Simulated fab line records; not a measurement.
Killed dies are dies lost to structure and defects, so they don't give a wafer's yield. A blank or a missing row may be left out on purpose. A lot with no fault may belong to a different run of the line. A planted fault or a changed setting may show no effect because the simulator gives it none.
Problem report in the 8D (eight disciplines) form, filled by code ; flow n5_finfet ; the parts of the form that need people (team, actions taken, sign-off) are left out

## 1. WHAT WENT WRONG
Wafers without a fault read 1499.9 rpm, standard deviation 1.1; spin_speed_rpm at N5_SD_EPI_N_COAT_32 reads a mean of 1431.1 rpm on 6 wafers belonging to 2 lots. That puts it -63 standard deviations away from the usual mean.
The step: time 60 s, resist thk 350 nm.
Earliest sighting: wafer L375.1 on litho_track-02 at day 7 00:36. The record has a number at this step for 18 wafers belonging to 6 lots. Rule for "out" (also "out of limits"): further than 4 standard deviations from the usual mean. The other wafers with a number count as sound.

## 2. WHAT IT IS; WHAT IT IS NOT
question;is;is not
which readings at this step;spin_speed_rpm;-
which lots;L375, L377;L362, L365, L370, L381
which wafers of those lots;all that have a number;-
read on which tools;litho_track-02;litho_track-03, litho_track-05
when;from day 7 00:36;"up to then (9 sound wafers); but 3 sound wafers of L381 came after"

## 3. WHAT RULES OUT EACH SUSPECT
Counting: a tool at a process step up to the reading stays a suspect if it ran every lot that is out and no sound lot after the first of them.
- litho_track-02 at N5_SD_EPI_N_COAT_32 (time 60 s, resist thk 350 nm): kept. It processed each lot that is out, first L375 at day 7 00:36, and no sound lot thereafter; up to then, the last sound lot it processed was L370 at day 5 18:11. Its own spin_speed_rpm readings are out on those wafers.
Remaining after the count: litho_track-02 at N5_SD_EPI_N_COAT_32.

## 4. THE CAUSE (what the simulator had put in)
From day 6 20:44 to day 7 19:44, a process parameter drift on litho_track-02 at N5_SD_EPI_N_COAT_32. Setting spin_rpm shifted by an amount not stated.
Counting left only this tool.

## 5. THE CHAIN OF EFFECTS, in route order
Each row: a reading whose mean over the struck wafers that have a number lies more than 3 standard deviations from the usual. Only readings whose record carries a usual standard deviation are examined. hours: median over the lots of the time between each lot's start at the first step of this table that gives one and its start at this step. sigmas: the change, counted in usual standard deviations.
hours;step;reading;usual;on struck wafers;change;sigmas
0;N5_SD_EPI_N_COAT_32;spin_speed_rpm;1499.9 rpm;1431.1;-68.8;-63
Process steps it contains:
- N5_SD_EPI_N_COAT_32: time 60 s, resist thk 350 nm.
Later measuring or inspecting steps at which every struck wafer that the step has a row for has a number for every such reading, and none has moved that far: N5_BEOL_M4_RC_MEAS_101.

## 6. HOW IT WOULD HAVE BEEN CAUGHT EARLIER
First out-of-limits reading in this record: day 7 00:36, which is 4 hours after fault onset at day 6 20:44.
